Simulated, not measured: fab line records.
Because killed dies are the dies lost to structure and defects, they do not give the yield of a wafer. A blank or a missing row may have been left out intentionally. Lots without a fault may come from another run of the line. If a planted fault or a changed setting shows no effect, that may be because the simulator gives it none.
Split-lot study + flow n5_finfet + route with 1938 steps; 7 lots, 39 wafers read

SPLIT DETAILS
At N5_FIN_SAQP_DESCUM_21 (chemistry O2, time 7.9 s), the setting time_s was moved away from the recipe's 7.9 s on 12 of the 39 wafers read, by -40.7% to -18.7%. The other wafers ran this setting at the recipe's value.

The reading comes from the split's own step.

THE READING
CAR-ArF_of_FIN_SAQP_COAT_10.thk_nm (the simulator's own value, which no gauge read), in nm, at N5_FIN_SAQP_DESCUM_21 (chemistry O2, time 7.9 s). There is no usual value for it anywhere in the file. The 27 wafers here that ran the recipe average 83.64 nm, standard deviation 0.23 nm.

| wafer  | tool, chamber at the split | time_s as run, s | against the recipe | CAR-ArF_of_FIN_SAQP_COAT_10.thk_nm, nm | against lot-mates on the recipe |
|--------|----------------------------|------------------|--------------------|----------------------------------------|---------------------------------|
| L075.1 | rie_diel-05, 2             | 7.9              | recipe             | 83.92                                  | -                               |
| L075.2 | rie_diel-05, 1             | 7.9              | recipe             | 83.81                                  | -                               |
| L075.3 | rie_diel-05, 0             | 4.684            | -40.7%             | 85.68                                  | +1.71                           |
| L075.4 | rie_diel-05, 1             | 4.684            | -40.7%             | 85.67                                  | +1.70                           |
| L075.5 | rie_diel-05, 2             | 4.684            | -40.7%             | 86.26                                  | +2.29                           |
| L075.6 | rie_diel-05, 0             | 7.9              | recipe             | 84.18                                  | -                               |
| L076.1 | rie_diel-01, 3             | 7.9              | recipe             | 83.4                                   | -                               |
| L076.2 | rie_diel-01, 2             | 5.879            | -25.6%             | 84.56                                  | +1.07                           |
| L076.3 | rie_diel-01, 0             | 5.879            | -25.6%             | 84.88                                  | +1.39                           |
| L076.4 | rie_diel-01, 1             | 7.9              | recipe             | 83.64                                  | -                               |
| L076.5 | rie_diel-01, 2             | 7.9              | recipe             | 83.42                                  | -                               |
| L076.6 | rie_diel-01, 3             | 5.879            | -25.6%             | 84.63                                  | +1.14                           |
| L078.1 | rie_diel-05, 1             | 7.9              | recipe             | 83.86                                  | -                               |
| L078.2 | rie_diel-05, 0             | 7.9              | recipe             | 83.44                                  | -                               |
| L078.3 | rie_diel-05, 3             | 7.9              | recipe             | 83.46                                  | -                               |
| L078.4 | rie_diel-05, 2             | 7.9              | recipe             | 83.81                                  | -                               |
| L078.5 | rie_diel-05, 3             | 7.9              | recipe             | 84.01                                  | -                               |
| L078.6 | rie_diel-05, 0             | 7.9              | recipe             | 83.28                                  | -                               |
| L082.1 | rie_diel-06, 2             | 7.9              | recipe             | 83.69                                  | -                               |
| L082.2 | rie_diel-06, 1             | 7.9              | recipe             | 83.65                                  | -                               |
| L082.3 | rie_diel-06, 3             | 4.878            | -38.3%             | 85.51                                  | +1.81                           |
| L082.4 | rie_diel-06, 0             | 4.878            | -38.3%             | 85.32                                  | +1.62                           |
| L082.5 | rie_diel-06, 0             | 4.878            | -38.3%             | 85.86                                  | +2.16                           |
| L082.6 | rie_diel-06, 3             | 7.9              | recipe             | 83.76                                  | -                               |
| L089.1 | rie_diel-06, 2             | 7.9              | recipe             | 83.76                                  | -                               |
| L089.2 | rie_diel-06, 1             | 7.9              | recipe             | 83.87                                  | -                               |
| L089.3 | rie_diel-06, 0             | 6.422            | -18.7%             | 84.83                                  | +1.09                           |
| L089.4 | rie_diel-06, 3             | 6.422            | -18.7%             | 84.52                                  | +0.78                           |
| L089.5 | rie_diel-06, 3             | 7.9              | recipe             | 83.58                                  | -                               |
| L089.6 | rie_diel-06, 2             | 6.422            | -18.7%             | 84.72                                  | +0.98                           |
| L092.1 | rie_diel-01, 3             | 7.9              | recipe             | 83.32                                  | -                               |
| L092.3 | rie_diel-01, 1             | 7.9              | recipe             | 83.27                                  | -                               |
| L092.5 | rie_diel-01, 2             | 7.9              | recipe             | 83.25                                  | -                               |
| L093.1 | rie_diel-05, 2             | 7.9              | recipe             | 83.63                                  | -                               |
| L093.2 | rie_diel-05, 0             | 7.9              | recipe             | 83.85                                  | -                               |
| L093.3 | rie_diel-05, 1,2           | 7.9              | recipe             | 83.67                                  | -                               |
| L093.6 | rie_diel-05, 1,2           | 7.9              | recipe             | 83.67                                  | -                               |
| L093.4 | rie_diel-05, 3             | 7.9              | recipe             | 83.65                                  | -                               |
| L093.5 | rie_diel-05, 1             | 7.9              | recipe             | 83.5                                   | -                               |
Rows listing several chambers each stand for several wafers; the file does not say which wafer went through which chamber.

THE FIT
A straight line over all 39 wafers: CAR-ArF_of_FIN_SAQP_COAT_10.thk_nm changes by -0.0512 nm for each +1% of time_s; r = -0.95; the points scatter about the line by 0.25 nm.
The same after taking each lot's own level away (the mean of its wafers on the recipe; 39 wafers): -0.0477 nm for each +1%; r = -0.97; scatter 0.18 nm.
Per that fit: largest time_s move, reading shift of 1.9 nm.
The lots' own levels span 83.280 to 83.970 nm, that is 3.0 times the standard deviation above.
The two slopes agree, so the slope changes little with the lot-to-lot level.
Check: +1.98 nm against its lot-mates is what the line predicts for one of the wafers moved furthest among these (-40.7%) when that wafer is left out of the fit. Against them it came out at +1.71 nm.

ADDITIONAL SPLITS CARRIED BY THESE WAFERS
These wafers also went through other splits before the reading. Each is held against what the fit with the lots' levels taken away leaves over:
| other split on the same wafers                    | wafers away from the commonest value | r with CAR-ArF_of_FIN_SAQP_COAT_10.thk_nm (lot level and that fit taken away) |
|---------------------------------------------------|--------------------------------------|-------------------------------------------------------------------------------|
| N5_PMOS_HMC_CHANNEL_EPI_DEVELOP_08 develop_time_s | 18                                   | +0.10                                                                         |

THE FILE'S OWN FIT
CAR-ArF_of_FIN_SAQP_COAT_10.thk_nm changes by -0.0478 nm for each +1% of time_s, r = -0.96.
